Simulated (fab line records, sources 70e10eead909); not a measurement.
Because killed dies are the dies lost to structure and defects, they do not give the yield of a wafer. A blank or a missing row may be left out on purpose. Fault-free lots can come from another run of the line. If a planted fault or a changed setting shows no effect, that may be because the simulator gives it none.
Which tool is to blame? | flow nand-harc | 24 lots with 72 wafers sampled at 5 steps, on a route of 1159 steps

## WHAT EACH GAUGE READ, for each wafer
NHARC_A_CONTACT_INSPECT_23. Usual: raw-defect-count at 477, with a standard deviation of 190.
lot  | measured     | on                | raw-defect-count | flag
L074 | day 17 05:42 | defect-inspect-01 | 627 665 605      |
L075 | day 17 11:54 | defect-inspect-01 | 681 629 618      |
L077 | day 17 15:24 | defect-inspect-01 | 400 497 372      |
L079 | day 17 16:17 | defect-inspect-02 | 480 293 485      |
L076 | day 17 23:11 | defect-inspect-02 | 581 343 496      |
L078 | day 17 23:20 | defect-inspect-01 | 364 573 356      |
L081 | day 18 17:38 | defect-inspect-02 | 501 388 384      |
L080 | day 18 23:02 | defect-inspect-01 | 361 376 613      |
L083 | day 18 23:43 | defect-inspect-01 | 486 467 347      |
L082 | day 19 15:15 | defect-inspect-01 | 299 390 400      |
L084 | day 19 21:26 | defect-inspect-02 | 1564 714 805     |
L086 | day 20 11:17 | defect-inspect-01 | 401 369 346      |
L087 | day 20 13:24 | defect-inspect-02 | 317 401 459      |
L085 | day 20 14:08 | defect-inspect-02 | 333 354 328      |
L089 | day 20 18:34 | defect-inspect-02 | 403 388 446      |
L088 | day 21 06:34 | defect-inspect-02 | 334 312 468      |
L091 | day 21 16:56 | defect-inspect-02 | 408 440 382      |
L090 | day 21 21:57 | defect-inspect-01 | 482 633 786      |
L093 | day 21 22:09 | defect-inspect-01 | 441 324 381      |
L094 | day 22 03:10 | defect-inspect-01 | 373 276 296      |
L092 | day 22 12:59 | defect-inspect-01 | 473 577 482      |
L096 | day 22 13:50 | defect-inspect-01 | 611 708 409      |
L095 | day 22 17:10 | defect-inspect-02 | 453 351 402      |
L097 | day 23 05:02 | defect-inspect-02 | 695 797 866      |

NHARC_A_M0_INSPECT_11. Usual: raw-defect-count at 31, with a standard deviation of 15.
lot  | measured     | on                | raw-defect-count | flag
L074 | day 17 11:28 | defect-inspect-01 | 19 17 14         |
L075 | day 17 16:41 | defect-inspect-02 | 41 38 39         |
L077 | day 17 23:25 | defect-inspect-02 | 31 22 26         |
L079 | day 17 23:33 | defect-inspect-01 | 13 21 14         |
L076 | day 18 03:47 | defect-inspect-02 | 38 29 32         |
L078 | day 18 04:05 | defect-inspect-02 | 32 36 31         |
L081 | day 18 22:19 | defect-inspect-01 | 39 37 45         |
L080 | day 19 03:53 | defect-inspect-01 | 20 26 23         |
L083 | day 19 08:15 | defect-inspect-02 | 51 37 45         |
L082 | day 19 22:13 | defect-inspect-01 | 28 28 28         |
L084 | day 20 02:07 | defect-inspect-02 | 35 27 32         |
L086 | day 20 17:39 | defect-inspect-02 | 34 37 40         |
L087 | day 20 18:07 | defect-inspect-02 | 19 20 22         |
L085 | day 20 18:49 | defect-inspect-01 | 45 52 46         |
L089 | day 21 08:01 | defect-inspect-01 | 8 8 9            |
L088 | day 21 17:04 | defect-inspect-02 | 25 24 23         |
L091 | day 22 03:41 | defect-inspect-02 | 20 10 20         |
L090 | day 22 04:59 | defect-inspect-02 | 47 50 63         |
L093 | day 22 05:08 | defect-inspect-02 | 14 11 13         |
L094 | day 22 08:16 | defect-inspect-02 | 48 33 37         |
L092 | day 22 17:31 | defect-inspect-01 | 46 59 56         |
L096 | day 22 21:10 | defect-inspect-01 | 12 21 15         |
L095 | day 22 22:22 | defect-inspect-02 | 71 67 69         |
L097 | day 23 09:52 | defect-inspect-02 | 26 20 21         |

NHARC_A_M1_OVL_MEAS_10: pitch 240 nm. Usual: overlay-x-nm 0.1 nm, standard deviation 0.92; overlay-y-nm 0.1 nm, standard deviation 0.93.
lot  | measured     | on         | overlay-x-nm (nm) | overlay-y-nm (nm) | flag
L074 | day 17 16:05 | overlay-01 | 0.4 -0.2 0.4      | -0.5 -0.1 -0.2    |
L075 | day 17 21:07 | overlay-01 | -1.7 -1.1 -1.6    | 2.0 1.8 1.3       |
L077 | day 18 03:29 | overlay-02 | -1.9 -1.9 -2.0    | 0.9 0.1 1.4       |
L079 | day 18 03:49 | overlay-02 | 0.6 -0.1 0.2      | 2.4 2.1 1.8       |
L076 | day 18 08:43 | overlay-02 | 0.0 -0.5 0.1      | -0.3 -1.6 -0.8    |
L078 | day 18 08:29 | overlay-01 | -1.5 -1.5 -1.4    | 0.2 0.7 -0.3      |
L081 | day 19 02:21 | overlay-02 | -0.3 -0.1 0.0     | 1.2 0.3 0.2       |
L080 | day 19 08:25 | overlay-01 | -1.1 -0.5 -0.5    | 0.8 1.4 0.8       |
L083 | day 19 12:20 | overlay-02 | 1.0 0.6 0.6       | 0.5 1.2 0.3       |
L082 | day 20 02:23 | overlay-02 | 0.2 0.1 0.5       | 0.2 0.1 0.6       |
L084 | day 20 06:17 | overlay-02 | 0.2 -0.4 -0.7     | -0.6 -0.2 -1.0    |
L086 | day 20 21:40 | overlay-02 | 0.1 0.5 0.7       | 0.0 0.2 0.0       |
L087 | day 20 22:20 | overlay-02 | -0.5 -0.3 -1.1    | -0.3 -0.5 -0.8    |
L085 | day 20 22:54 | overlay-02 | 0.9 0.8 1.5       | 1.4 1.2 1.3       |
L089 | day 21 12:02 | overlay-02 | 0.2 0.8 0.0       | 0.7 -0.1 -0.2     |
L088 | day 21 21:16 | overlay-02 | -0.2 -0.5 -0.4    | 0.2 0.1 0.7       |
L091 | day 22 07:44 | overlay-02 | 1.4 1.5 1.3       | 1.0 0.7 0.0       |
L090 | day 22 08:58 | overlay-02 | 0.6 0.6 0.3       | -0.3 -0.3 -0.9    |
L093 | day 22 09:09 | overlay-02 | 0.7 1.0 0.6       | -0.2 -0.4 -0.9    |
L094 | day 22 12:09 | overlay-02 | 1.4 1.2 1.6       | -0.1 -0.7 0.1     |
L092 | day 22 21:43 | overlay-02 | -0.6 -1.2 -0.8    | -0.8 -1.4 -1.3    |
L096 | day 23 01:13 | overlay-02 | 1.3 1.1 1.4       | 0.0 0.4 0.1       |
L095 | day 23 02:20 | overlay-02 | 0.5 1.0 0.6       | 0.5 0.4 0.3       |
L097 | day 23 14:07 | overlay-02 | 0.3 0.7 0.2       | -1.9 -2.3 -2.0    |

## EACH LOT AND THE TOOL THAT RAN IT (in order: tool; ch and the chambers of the sampled wafers; start)
lot  | NHARC_A_M0_PVD_20                       | NHARC_A_M0_ANNEAL_30
L074 | pvd-sputter-01, day 17 13:46 or earlier | rtp-anneal-01 ch 0, day 17 13:46
L075 | pvd-sputter-01, day 17 18:45 or earlier | rtp-anneal-01 ch 0, day 17 18:45
L077 | pvd-sputter-03, day 18 01:13 or earlier | rtp-anneal-02 ch 0, day 18 01:13
L079 | pvd-sputter-03, day 18 01:27 or earlier | rtp-anneal-01 ch 0, day 18 01:27
L076 | pvd-sputter-01, day 18 05:29 or earlier | rtp-anneal-01 ch 0, day 18 05:29
L078 | pvd-sputter-03, day 18 05:58 or earlier | rtp-anneal-02 ch 0, day 18 05:58
L081 | pvd-sputter-02, day 19 00:05 or earlier | rtp-anneal-02 ch 0, day 19 00:05
L080 | pvd-sputter-02, day 19 05:50 or earlier | rtp-anneal-02 ch 0, day 19 05:50
L083 | pvd-sputter-01, day 19 10:02 or earlier | rtp-anneal-02 ch 0, day 19 10:02
L082 | pvd-sputter-01, day 19 23:56 or earlier | rtp-anneal-01 ch 0, day 19 23:56
L084 | pvd-sputter-02, day 20 03:55 or earlier | rtp-anneal-01 ch 0, day 20 03:55
L086 | pvd-sputter-02, day 20 19:28 or earlier | rtp-anneal-01 ch 0, day 20 19:28
L087 | pvd-sputter-01, day 20 20:01 or earlier | rtp-anneal-01 ch 0, day 20 20:01
L085 | pvd-sputter-03, day 20 20:36 or earlier | rtp-anneal-02 ch 0, day 20 20:36
L089 | pvd-sputter-03, day 21 09:50 or earlier | rtp-anneal-01 ch 0, day 21 09:50
L088 | pvd-sputter-01, day 21 18:55 or earlier | rtp-anneal-01 ch 0, day 21 18:55
L091 | pvd-sputter-01, day 22 05:28 or earlier | rtp-anneal-02 ch 0, day 22 05:28
L090 | pvd-sputter-02, day 22 06:44 or earlier | rtp-anneal-02 ch 0, day 22 06:44
L093 | pvd-sputter-03, day 22 07:02 or earlier | rtp-anneal-02 ch 0, day 22 07:02
L094 | pvd-sputter-02, day 22 10:02 or earlier | rtp-anneal-02 ch 0, day 22 10:02
L092 | pvd-sputter-03, day 22 19:34 or earlier | rtp-anneal-02 ch 0, day 22 19:34
L096 | pvd-sputter-01, day 22 23:04 or earlier | rtp-anneal-01 ch 0, day 22 23:04
L095 | pvd-sputter-03, day 23 00:08 or earlier | rtp-anneal-01 ch 0, day 23 00:08
L097 | pvd-sputter-02, day 23 11:42 or earlier | rtp-anneal-01 ch 0, day 23 11:42
- NHARC_A_M0_PVD_20: deposits TaN, target thk 5 nm, time 8.06 s.
- NHARC_A_M0_ANNEAL_30: time 90 s.

## AS READ BY THE TOOLS THEMSELVES (means over the sampled wafers that have a number; for cases with no such wafer, the mark the record gives instead)
NHARC_A_M0_PVD_20. Usual: throttle-valve-pct at 30.3 %, with a standard deviation of 0.87.
lot  | tool           | throttle-valve-pct (%) | flag
L074 | pvd-sputter-01 | 30.7                   |
L075 | pvd-sputter-01 | 30.0                   |
L077 | pvd-sputter-03 | 30.5                   |
L079 | pvd-sputter-03 | 30.3                   |
L076 | pvd-sputter-01 | 30.4                   |
L078 | pvd-sputter-03 | 30.5                   |
L081 | pvd-sputter-02 | 29.8                   |
L080 | pvd-sputter-02 | 30.0                   |
L083 | pvd-sputter-01 | 30.7                   |
L082 | pvd-sputter-01 | 30.6                   |
L084 | pvd-sputter-02 | 30.0                   |
L086 | pvd-sputter-02 | 29.8                   |
L087 | pvd-sputter-01 | 31.7                   |
L085 | pvd-sputter-03 | 30.2                   |
L089 | pvd-sputter-03 | 30.1                   |
L088 | pvd-sputter-01 | 31.1                   |
L091 | pvd-sputter-01 | 30.5                   |
L090 | pvd-sputter-02 | 30.6                   |
L093 | pvd-sputter-03 | 30.3                   |
L094 | pvd-sputter-02 | 30.6                   |
L092 | pvd-sputter-03 | 30.1                   |
L096 | pvd-sputter-01 | 31.0                   |
L095 | pvd-sputter-03 | 30.2                   |
L097 | pvd-sputter-02 | 30.4                   |

NHARC_A_M0_ANNEAL_30. Usual: wafer_temp_C_max at 226.2, with a standard deviation of 0.33.
lot  | tool          | wafer_temp_C_max | flag
L074 | rtp-anneal-01 | 226.0            |
L075 | rtp-anneal-01 | 225.6            |
L077 | rtp-anneal-02 | 226.7            |
L079 | rtp-anneal-01 | 226.2            |
L076 | rtp-anneal-01 | 226.4            |
L078 | rtp-anneal-02 | 226.5            |
L081 | rtp-anneal-02 | 226.3            |
L080 | rtp-anneal-02 | 226.7            |
L083 | rtp-anneal-02 | 226.4            |
L082 | rtp-anneal-01 | 226.6            |
L084 | rtp-anneal-01 | 226.0            |
L086 | rtp-anneal-01 | 226.3            |
L087 | rtp-anneal-01 | 225.7            |
L085 | rtp-anneal-02 | 226.3            |
L089 | rtp-anneal-01 | 225.9            |
L088 | rtp-anneal-01 | 226.1            |
L091 | rtp-anneal-02 | 226.4            |
L090 | rtp-anneal-02 | 226.5            |
L093 | rtp-anneal-02 | 226.3            |
L094 | rtp-anneal-02 | 226.5            |
L092 | rtp-anneal-02 | 226.8            |
L096 | rtp-anneal-01 | 226.1            |
L095 | rtp-anneal-01 | 225.7            |
L097 | rtp-anneal-01 | 226.3            |

## THE ANSWER, worked out from the rows above alone
Rule: a lot counts as off when the mean over its wafers that have a number is more than 3 standard deviations away from the usual mean. Also off: a lot with no number at a reading for which 4 or more lots have one. Where the step has rows for the other lots, those lots are counted as sound. After the gauges, taken in route order, come the tools' own readings; for these a lot's mean is taken, as printed above. The first step at which some lot is off is used, and at that step the reading that is off furthest; a lot without a number counts as furthest.
Nothing can be told from this: no lot is off at any reading shown.

## WHAT THE SIMULATOR PUT IN
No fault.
